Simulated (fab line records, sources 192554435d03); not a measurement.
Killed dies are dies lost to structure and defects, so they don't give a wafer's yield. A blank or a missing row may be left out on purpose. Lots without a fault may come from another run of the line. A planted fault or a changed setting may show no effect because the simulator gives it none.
fab line records | flow n5_finfet | part 1 of 2: steps 1 to 24 of 35
record lots=5 wafers=15 last_day=18
route steps=1938 shown BEOL_M6@1245 BEOL_M7@1263
lots that met no fault: from a run of the same line without faults
start_h: hours from the record's first day to the start of the lot's first wafer shown | wait_h: hours since the lot's step before | " the same as in the row above | L1.1+2: a row that stands for several wafers | - no value, or no start given | * or withheld: withheld | < > ~ a bound
route shown NAME@n: a module of which the file shows steps, and the number in the route of the first | usual: mean/standard deviation of fault-free wafers | same: alike in all rows | chamber/n: place in a boat | sites: the reading at each site | _std_site: their standard deviation | _edge_site: outer sites' mean less inner sites' | radius_mm: how far each site lies from the wafer's centre | mask NAME#n: copy n | behind: the tool/chamber that last shaped the wafer | hold: why the lot was held/for how many hours/how that ended | device: the transistor (n, p or np) that didn't switch | end of line: the same wafers' tests at the end of the route | a step without rows: its recipe alone | killed: dies lost to structure and defects at the first sort, not the wafer's yield | map: a wafer's dies, x killed, . not, _ none there
set.NAME: the setting as run; set.NAME@STEP: as run at that earlier step | model.NAME: the simulator's own value behind a step, which no gauge read
lots at some steps of the route; a table a step, a row a wafer
services: from which hour (start_h, from the record's first day; less than 0 if before it) a tool's chamber was out of use, for how many hours, and why
## steps
# step N5_BEOL_M6_PRECLEAN_42
# recipe chemistry=residue_remover time_s=60 temp_c=40
# same time_s=60
# columns lot.wafer tool chamber start_h wait_h
L075.2+3+6 wet_bench-05 2,1,3 189.20 0.0
L079.1+3+6 wet_bench-03 0,5,7 211.30 0.0
L084.1+4+5 wet_bench-05 6,5,1 242.80 0.0
L094.1+4+6 wet_bench-05 1,4,7 312.56 0.0
L096.1+2+6 wet_bench-03 7,3,2 338.05 0.0
# step N5_BEOL_M6_SRD_43
# recipe time_s=30 temp_c=23 rinse_liquid=diw dry=ipa_marangoni
# same time_s=30
# columns lot.wafer tool chamber start_h wait_h
L075.2+3+6 wet_bench-05 2,1,3 189.21 0.0
L079.1+3+6 wet_bench-03 0,5,7 211.31 0.0
L084.1+4+5 wet_bench-05 6,5,1 242.82 0.0
L094.1+4+6 wet_bench-05 1,4,7 312.58 0.0
L096.1+2+6 wet_bench-03 7,3,2 338.07 0.0
# step N5_BEOL_M6_CD_MEAS_35
# recipe target_cd_nm=40 target_cd_y_nm=28 polarity=opening
# usual cd_nm=40.1/0.47
# columns lot.wafer tool chamber start_h wait_h cd_nm
L075.2 cd_sem-02 - 189.25 0.0 39.9
L075.3 " - " " 40.4
L075.6 " - " " 40.1
L079.1 cd_sem-01 - 211.35 0.0 39.8
L079.3 " - " " 39.7
L079.6 " - " " 40.2
L084.1 cd_sem-03 - 242.86 0.0 39.8
L084.4 " - " " 40.6
L084.5 " - " " 39.7
L094.1 cd_sem-02 - 312.62 0.0 40.3
L094.4 " - " " 40.0
L094.6 " - " " 41.0
L096.1 cd_sem-03 - 338.11 0.0 39.7
L096.2 " - " " 39.9
L096.6 " - " " 40.5
# step N5_BEOL_M6_CURE_75
# recipe temp_c=370 time_s=120 ambient=DMADMS/He material=SiCOH_lowk
# usual lamp_power_pct=52.31/0.058 wafer_temp_C_max=371.9/0.51
# same time_s=120
# columns lot.wafer tool chamber start_h wait_h lamp_power_pct wafer_temp_C_max
L075.2 uv_cure-01 2 189.35 0.1 52.35 372.2
L075.3 " 2 " " 52.29 372.9
L075.6 " 2 " " 52.39 372.0
L079.1 uv_cure-03 0 211.40 0.0 52.44 372.1
L079.3 " 0 " " 52.35 371.7
L079.6 " 0 " " 52.29 371.3
L084.1 uv_cure-01 0 242.90 0.0 52.25 370.9
L084.4 " 0 " " 52.37 371.4
L084.5 " 0 " " 52.38 371.1
L094.1 uv_cure-03 0 312.66 0.0 52.39 371.7
L094.4 " 0 " " 52.30 371.2
L094.6 " 0 " " 52.26 372.0
L096.1 uv_cure-01 2 338.15 0.0 52.26 372.3
L096.2 " 2 " " 52.25 372.0
L096.6 " 2 " " 52.21 372.1
# step N5_BEOL_M6_DEGAS_44
# recipe ambient=vacuum temp_c=250 time_s=60
# usual heater_power_w=331/35 susceptor_temp_C=250.02/0.17
# same time_s=60
# columns lot.wafer tool chamber start_h wait_h heater_power_w susceptor_temp_C
L075.2 pvd_sputter-03 - 190.26 0.9 271 249.76
L075.3 " - " " 335 249.99
L075.6 " - " " 361 249.99
L079.1 pvd_sputter-02 - 211.82 0.4 305 249.74
L079.3 " - " " 283 250.00
L079.6 " - " " 289 249.93
L084.1 pvd_sputter-02 - 245.74 2.8 287 250.21
L084.4 " - " " 295 250.20
L084.5 " - " " 314 249.93
L094.1 pvd_sputter-01 - 313.32 0.6 347 249.95
L094.4 " - " " 340 250.10
L094.6 " - " " 342 249.88
L096.1 pvd_sputter-03 - 339.94 1.7 260 249.83
L096.2 " - " " 337 249.95
L096.6 " - " " 343 249.88
# step N5_BEOL_M6_PRE_CLEAN_45
# recipe gas=H2/He time_s=30 temp_c=250
# usual heater_power_w=331/35 susceptor_temp_C=250.00/0.18
# same time_s=30
# columns lot.wafer tool chamber start_h wait_h heater_power_w susceptor_temp_C
L075.2 pvd_sputter-03 - 190.30 0.0 268 249.87
L075.3 " - " " 330 250.01
L075.6 " - " " 358 249.87
L079.1 pvd_sputter-02 - 211.86 0.0 312 249.89
L079.3 " - " " 298 249.86
L079.6 " - " " 293 249.95
L084.1 pvd_sputter-02 - 245.78 0.0 295 250.07
L084.4 " - " " 292 250.13
L084.5 " - " " 313 250.17
L094.1 pvd_sputter-01 - 313.36 0.0 342 249.95
L094.4 " - " " 336 249.70
L094.6 " - " " 342 249.88
L096.1 pvd_sputter-03 - 339.98 0.0 271 249.83
L096.2 " - " " 337 250.28
L096.6 " - " " 352 249.63
# step N5_BEOL_M6_ALD_77
# recipe material=TaN target_thk_a=20 temp_c=275 ald_precursor_family=PDMAT ald_co_reactant=NH3 pressure_torr=3 carrier_flow_sccm=1500 pulse_time_s=2 purge_time_s=3 co_reactant_purge_time_s=2 co_reactant_pulse_time_s=3 ald_cycles=40 precursor_vessel_temp_c=75 precursor_vessel_pressure_torr=26.25 precursor_vessel_carrier_sccm=1000
# usual heater_power_w=433/46 precursor_vessel_carrier_sccm=999.5/2.9 susceptor_temp_C=274.99/0.17
# columns lot.wafer tool chamber start_h wait_h heater_power_w precursor_vessel_carrier_sccm susceptor_temp_C
L075.2 ald_metal-03 0 190.50 0.2 431 997.3 274.82
L075.3 " 1 " " 489 1001.1 274.86
L075.6 " 3 " " 394 999.9 274.92
L079.1 ald_metal-04 1 211.92 0.0 494 995.1 274.83
L079.3 " 0 " " 455 998.1 274.95
L079.6 " 1 " " 489 996.4 274.70
L084.1 ald_metal-01 3 245.84 0.0 417 1002.4 275.07
L084.4 " 0 " " 399 1000.2 275.09
L084.5 " 1 " " 521 1000.8 274.70
L094.1 ald_metal-03 3 313.65 0.3 389 996.0 274.98
L094.4 " 0 " " 423 997.7 274.83
L094.6 " 2 " " 448 1000.3 274.96
L096.1 ald_metal-03 3 340.04 0.0 376 993.4 275.02
L096.2 " 2 " " 448 1001.4 275.33
L096.6 " 2 " " 447 1000.5 275.21
# step N5_BEOL_M6_SURFACE_TREAT_79
# recipe gas=Ar time_s=* ion_energy_ev=* ion_current_ma_cm2=0.5 pressure_mtorr=* ar_flow_sccm=30
# usual throttle_valve_pct=*
# same time_s=*
# columns lot.wafer tool chamber start_h wait_h throttle_valve_pct
L075.2 pvd_sputter-03 - 190.84 0.2 *
L075.3 " - " " *
L075.6 " - " " *
L079.1 pvd_sputter-01 - 212.22 0.2 *
L079.3 " - " " *
L079.6 " - " " *
L084.1 pvd_sputter-02 - 246.20 0.2 *
L084.4 " - " " *
L084.5 " - " " *
L094.1 pvd_sputter-03 - 314.70 0.9 *
L094.4 " - " " *
L094.6 " - " " *
L096.1 pvd_sputter-02 - 340.33 0.2 *
L096.2 " - " " *
L096.6 " - " " *
# step N5_BEOL_M6_CVD_78
# recipe material=Co target_thk_a=20 temp_c=withheld precursor=CCTBA/H2 pressure_torr=30 time_s=142.3
# same time_s=142.3
# columns lot.wafer tool chamber start_h wait_h
L075.2+3+6 cvd_co-01 2,0,0 190.97 0.1
L079.1+3+6 cvd_co-01 0,2,0 212.29 0.0
L084.1+4+5 cvd_co-01 0,0,2 246.26 0.0
L094.1+4+6 cvd_co-01 2,2,1 314.93 0.2
L096.1+2+6 cvd_co-02 1,0,2 340.55 0.2
# step N5_BEOL_M6_SPUTTER_48
# recipe material=Cu target_thk_a=100 temp_c=-20 bias_v=60 power_w=26000 chamber_pressure_pa=0.13 time_s=1.667
# usual cathode_dc_power_W=26000/4.7 susceptor_temp_C=-20.00/0.11 throttle_valve_pct=29.8/0.97
# same time_s=1.667
# columns lot.wafer tool chamber start_h wait_h cathode_dc_power_W susceptor_temp_C throttle_valve_pct
L075.2 pvd_sputter-02 - 191.09 0.1 26001 -19.87 27.6
L075.3 " - " " 25998 -20.08 29.9
L075.6 " - " " 26000 -20.07 27.9
L079.1 pvd_sputter-01 - 212.43 0.1 25997 -20.12 30.2
L079.3 " - " " 26000 -20.15 28.8
L079.6 " - " " 26001 -20.01 30.5
L084.1 pvd_sputter-02 - 246.42 0.1 25996 -20.07 29.6
L084.4 " - " " 25990 -20.05 27.6
L084.5 " - " " 26001 -20.32 29.8
L094.1 pvd_sputter-03 - 315.12 0.1 26002 -19.90 31.1
L094.4 " - " " 26002 -20.01 29.1
L094.6 " - " " 26007 -20.10 28.8
L096.1 pvd_sputter-02 - 340.87 0.3 26005 -19.72 29.8
L096.2 " - " " 26004 -19.91 29.7
L096.6 " - " " 26000 -19.76 30.6
# step N5_BEOL_M6_ECD_50
# recipe material=Cu target_thk_a=3000
# columns lot.wafer tool chamber start_h wait_h
L075.2+3+6 ecd_cu-02 0,0,1 191.21 0.1
L079.1+3+6 ecd_cu-01 0,1,1 212.55 0.1
L084.1+4+5 ecd_cu-02 0 246.53 0.1
L094.1+4+6 ecd_cu-01 0,1,0 315.23 0.1
L096.1+2+6 ecd_cu-02 1,0,0 341.07 0.2
# step N5_BEOL_M6_ANNEAL_51
# recipe temp_c=225 time_s=90 ambient=N2
# usual wafer_temp_C_max=226.0/0.36
# same time_s=90
# columns lot.wafer tool chamber start_h wait_h wafer_temp_C_max
L075.2 rtp_anneal-01 0 191.34 0.1 226.3
L075.3 " 0 " " 226.2
L075.6 " 0 " " 226.2
L079.1 rtp_anneal-01 0 212.65 0.1 225.7
L079.3 " 0 " " 226.2
L079.6 " 0 " " 226.1
L084.1 rtp_anneal-01 0 246.85 0.3 227.0
L084.4 " 0 " " 226.8
L084.5 " 0 " " 226.5
L094.1 rtp_anneal-01 0 315.33 0.1 225.9
L094.4 " 0 " " 226.5
L094.6 " 0 " " 226.3
L096.1 rtp_anneal-01 0 341.41 0.3 225.8
L096.2 " 0 " " 225.7
L096.6 " 0 " " 226.6
# step N5_BEOL_M6_CMP_52
# recipe stop_on=SiCOH_lowk t_overpolish_s=6.9 down_force_psi=1 platen_rpm=50 clearing_platen_down_force_psi=1.5 clearing_platen_rpm=50 post_cmp_clean=cu_alkaline target_thk_nm=80 clearing_platen_pad_velocity_m_s=0.99484 pad_velocity_m_s=0.99484
# usual barrier_field_endpoint_s=28.6/0.63 motor_current_A=6.2/0.51 overpolish_run_s=6.900/0.0086 time_to_endpoint_s=61.5/2.6
# columns lot.wafer tool chamber start_h wait_h barrier_field_endpoint_s motor_current_A overpolish_run_s time_to_endpoint_s
L075.2 cmp-01 0 191.60 0.2 30.3 6.2 6.904 67.3
L075.3 " 3 " " 29.2 6.5 6.904 67.0
L075.6 " 0 " " 29.9 6.3 6.908 65.3
L079.1 cmp-02 2 212.94 0.3 28.0 5.2 6.899 61.5
L079.3 " 0 " " 28.3 6.1 6.904 63.2
L079.6 " 3 " " 28.2 5.2 6.898 61.6
L084.1 cmp-04 0 247.22 0.3 28.4 6.1 6.898 62.7
L084.4 " 1 " " 28.2 5.9 6.906 62.6
L084.5 " 3 " " 29.5 6.3 6.898 64.4
L094.4 cmp-04 0 315.66 0.2 28.3 5.7 6.907 59.0
L094.1 " 1 " " 28.3 5.9 6.912 58.3
L094.6 " 0 " " 28.7 6.0 6.888 59.3
L096.2 cmp-02 3 341.78 0.3 28.8 5.4 6.883 58.6
L096.1 " 0 " " 28.6 6.2 6.891 59.1
L096.6 " 1 " " 29.0 6.9 6.891 60.0
# step N5_BEOL_M6_THK_MEAS_53
# recipe thk_meas_gauge=xrf reads=Cu_of_BEOL_M6_ECD_50
# usual M6_THK=79.8/1.8
# columns lot.wafer tool chamber start_h wait_h M6_THK[nm]
L075.2 film_metro-01 - 191.89 - 82.8
L075.3 " - " " 81.2
L075.6 " - " " 84.3
L079.1 film_metro-01 - 213.24 - 80.2
L079.3 " - " " 80.0
L079.6 " - " " 82.2
L084.1 film_metro-02 - 247.44 - 79.0
L084.4 " - " " 80.4
L084.5 " - " " 81.3
L094.1 film_metro-01 - 315.92 - 77.6
L094.4 " - " " 77.1
L094.6 " - " " 78.1
L096.1 film_metro-01 - 342.00 - 77.9
L096.2 " - " " 77.9
L096.6 " - " " 77.9
# step N5_BEOL_M6_PRE_CLEAN_55
# recipe gas=NH3 time_s=15 temp_c=withheld rf_power_w=300
# same time_s=15
# columns lot.wafer tool chamber start_h wait_h
L075.2+3+6 pecvd-02 1,0,0 191.93 0.0
L079.1+3+6 pecvd-03 2,1,1 213.27 0.0
L084.1+4+5 pecvd-03 1,2,1 247.48 0.0
L094.1+4+6 pecvd-04 0,0,1 315.95 0.0
L096.1+2+6 pecvd-03 2,1,0 342.04 0.0
# step N5_BEOL_M6_DEP_56
# recipe material=SiCN target_thk_a=100 temp_c=withheld precursor=3MS/NH3 pressure_torr=3 rf_w=202 time_s=17.5
# usual showerhead_plenum_p_Torr=3.666/0.012 throttle_valve_pct=9.0/0.33
# same time_s=17.5
# columns lot.wafer tool chamber start_h wait_h showerhead_plenum_p_Torr throttle_valve_pct
L075.2 pecvd-02 1 191.95 0.0 3.656 8.9
L075.3 " 0 " " 3.662 9.4
L075.6 " 0 " " 3.675 9.2
L079.1 pecvd-03 2 213.30 0.0 3.652 8.9
L079.3 " 1 " " 3.684 9.2
L079.6 " 1 " " 3.684 9.1
L084.1 pecvd-03 1 247.50 0.0 3.693 9.3
L084.4 " 2 " " 3.649 8.9
L084.5 " 1 " " 3.681 9.1
L094.1 pecvd-04 0 315.98 0.0 3.668 9.5
L094.4 " 0 " " 3.665 9.7
L094.6 " 1 " " 3.651 9.3
L096.1 pecvd-03 2 342.07 0.0 3.648 9.2
L096.2 " 1 " " 3.685 8.9
L096.6 " 0 " " 3.663 9.3
# step N5_BEOL_M6_RS_MEAS_57
# recipe thk_meas_gauge=four-point-probe reads=Cu_of_BEOL_M6_ECD_50+Co_of_BEOL_M6_CVD_78+TaN_of_BEOL_M6_ALD_77
# usual M6_RS=0.288/0.0074
# columns lot.wafer tool chamber start_h wait_h M6_RS[ohm/sq]
L075.2 film_metro-02 - 192.02 0.1 0.279
L075.3 " - " " 0.283
L075.6 " - " " 0.273
L079.1 film_metro-02 - 213.37 0.1 0.287
L079.3 " - " " 0.286
L079.6 " - " " 0.279
L084.1 film_metro-01 - 247.57 0.1 0.293
L084.4 " - " " 0.287
L084.5 " - " " 0.284
L094.1 film_metro-02 - 316.05 0.1 0.295
L094.4 " - " " 0.297
L094.6 " - " " 0.292
L096.1 film_metro-01 - 342.13 0.1 0.295
L096.2 " - " " 0.294
L096.6 " - " " 0.293
# step N5_BEOL_M6_INSPECT_58
# recipe inspect_instrument=darkfield mode=post_dep
# usual raw_defect_count=70/23
# columns lot.wafer tool chamber start_h wait_h raw_defect_count
L075.2 defect_inspect-01 - 192.05 0.0 70
L075.3 " - " " 72
L075.6 " - " " 74
L079.1 defect_inspect-01 - 213.39 0.0 47
L079.3 " - " " 80
L079.6 " - " " 63
L084.1 defect_inspect-02 - 247.60 0.0 91
L084.4 " - " " 76
L084.5 " - " " 49
L094.1 defect_inspect-02 - 316.07 0.0 42
L094.4 " - " " 114
L094.6 " - " " 49
L096.1 defect_inspect-01 - 342.16 0.0 105
L096.2 " - " " 95
L096.6 " - " " 134
# step N5_BEOL_M7_ILD_DEP_00
# recipe material=SiCOH_lowk target_thk_a=1797.5 temp_c=300 precursor=DEMS/porogen pressure_torr=5 rf_w=500 time_s=33.4
# usual heater_power_w=329/51 showerhead_plenum_p_Torr=5.739/0.013 susceptor_temp_C=300.00/0.19 throttle_valve_pct=14.3/0.73
# same time_s=33.4
# columns lot.wafer tool chamber start_h wait_h heater_power_w showerhead_plenum_p_Torr susceptor_temp_C throttle_valve_pct
L075.2 pecvd-04 0 192.09 0.0 416 5.736 299.76 14.3
L075.3 " 2 " " 363 5.747 300.05 12.9
L075.6 " 2 " " 369 5.753 300.05 13.0
L079.1 pecvd-01 1 213.43 0.0 295 5.729 299.97 14.7
L079.3 " 0 " " 344 5.711 299.95 15.1
L079.6 " 0 " " 356 5.725 299.68 15.2
L084.1 pecvd-01 0 247.63 0.0 341 5.735 299.88 15.2
L084.4 " 2 " " 276 5.759 299.84 13.2
L084.5 " 0 " " 341 5.718 299.90 15.5
L094.1 pecvd-01 2 316.11 0.0 275 5.752 300.04 13.5
L094.4 " 2 " " 279 5.734 300.07 13.5
L094.6 " 1 " " 283 5.722 300.21 14.5
L096.1 pecvd-01 2 342.20 0.0 298 5.747 299.92 13.5
L096.2 " 1 " " 292 5.719 300.12 14.4
L096.6 " 0 " " 331 5.717 300.12 15.8
# step N5_BEOL_M7_CURE_74
# recipe temp_c=385 time_s=240 ambient=He/Ar material=SiCOH_lowk
# usual lamp_power_pct=52.32/0.054 wafer_temp_C_max=386.7/0.61
# same time_s=240
# columns lot.wafer tool chamber start_h wait_h lamp_power_pct wafer_temp_C_max
L075.2 uv_cure-02 2 192.25 0.1 52.22 386.5
L075.3 " 2 " " 52.35 386.2
L075.6 " 2 " " 52.20 386.2
L079.1 uv_cure-02 2 213.52 0.1 52.34 386.0
L079.3 " 2 " " 52.35 386.1
L079.6 " 2 " " 52.24 386.4
L084.1 uv_cure-02 2 247.70 0.0 52.45 386.1
L084.4 " 2 " " 52.25 385.8
L084.5 " 2 " " 52.24 385.9
L094.1 uv_cure-02 2 316.21 0.1 52.42 386.0
L094.4 " 2 " " 52.30 385.5
L094.6 " 2 " " 52.33 386.0
L096.1 uv_cure-03 2 342.26 0.0 52.36 387.7
L096.2 " 2 " " 52.41 387.4
L096.6 " 2 " " 52.25 387.3
# step N5_BEOL_M7_THK_MEAS_01
# recipe reads=SiCOH_lowk_of_BEOL_M7_ILD_DEP_00
# usual M7_ILD_THK=154.9/2
# columns lot.wafer tool chamber start_h wait_h M7_ILD_THK[nm]
L075.2 film_metro-01 - 192.68 0.4 151.0
L075.3 " - " " 152.4
L075.6 " - " " 154.3
L079.1 film_metro-02 - 215.47 1.6 151.8
L079.3 " - " " 157.2
L079.6 " - " " 157.3
L084.1 film_metro-01 - 248.21 0.4 153.5
L084.4 " - " " 155.9
L084.5 " - " " 156.5
L094.1 film_metro-02 - 316.72 0.4 155.2
L094.4 " - " " 155.5
L094.6 " - " " 156.1
L096.1 film_metro-01 - 343.25 0.8 154.2
L096.2 " - " " 154.7
L096.6 " - " " 156.8
# step N5_BEOL_M7_PECVD_70
# recipe material=SiO2 target_thk_a=200 temp_c=400 precursor=TEOS/O2 pressure_torr=5.5 rf_w=450 teos_flow_sccm=53.8 gas=O2 flow_sccm=3000 time_s=22.7
# usual heater_power_w=743/84 showerhead_plenum_p_Torr=8.78/0.054 susceptor_temp_C=400.00/0.22 throttle_valve_pct=22.9/1.1
# same time_s=22.7
# columns lot.wafer tool chamber start_h wait_h heater_power_w showerhead_plenum_p_Torr susceptor_temp_C throttle_valve_pct
L075.2 pecvd-01 2 192.72 0.0 641 8.81 399.94 25.1
L075.3 " 1 " " 624 8.76 399.66 23.5
L075.6 " 2 " " 641 8.78 400.06 25.3
L079.1 pecvd-03 1 215.51 0.0 745 8.88 399.77 22.0
L079.3 " 2 " " 767 8.72 399.68 22.0
L079.6 " 0 " " 761 8.80 400.13 22.8
L084.1 pecvd-03 2 248.25 0.0 770 8.72 400.10 22.3
L084.4 " 1 " " 747 8.91 400.22 22.3
L084.5 " 2 " " 770 8.72 400.18 22.4
L094.1 pecvd-01 2 316.76 0.0 753 8.78 400.12 22.0
L094.4 " 2 " " 732 8.79 400.23 21.8
L094.6 " 1 " " 606 8.76 400.32 23.7
L096.1 pecvd-04 1 343.29 0.0 591 8.71 399.88 23.2
L096.2 " 2 " " 790 8.85 400.04 21.5
L096.6 " 0 " " 881 8.81 399.86 23.3
# step N5_BEOL_M7_HM_DEP_02
# recipe material=TiN target_thk_a=200 temp_c=25 chamber_pressure_pa=0.49996
# usual susceptor_temp_C=24.99/0.11 throttle_valve_pct=29.7/0.92
# columns lot.wafer tool chamber start_h wait_h susceptor_temp_C throttle_valve_pct
L075.2 pvd_sputter-01 - 194.50 1.8 24.97 30.3
L075.3 " - " " 24.87 28.9
L075.6 " - " " 24.91 30.3
L079.1 pvd_sputter-03 - 215.86 0.3 25.03 31.6
L079.3 " - " " 25.05 30.9
L079.6 " - " " 24.92 31.1
L084.1 pvd_sputter-03 - 248.61 0.3 25.00 30.7
L084.4 " - " " 24.96 29.7
L084.5 " - " " 25.16 28.9
L094.1 pvd_sputter-02 - 318.27 1.5 24.98 30.4
L094.4 " - " " 25.06 30.0
L094.6 " - " " 24.84 29.8
L096.1 pvd_sputter-01 - 344.46 1.1 25.06 28.8
L096.2 " - " " 25.23 29.0
L096.6 " - " " 25.18 28.9
# step N5_BEOL_M7_COAT_59
# recipe resist=SOC temp_c=250 time_s=60 spin_rpm=1500 resist_thk_nm=100
# same time_s=60
# columns lot.wafer tool chamber start_h wait_h
L075.2+3+6 litho_track-03 0 194.62 0.1
L079.1+3+6 litho_track-04 0 215.98 0.1
L084.1+4+5 litho_track-04 0 248.73 0.1
L094.1+4+6 litho_track-04 0 318.40 0.1
L096.1+2+6 litho_track-01 0 344.58 0.1
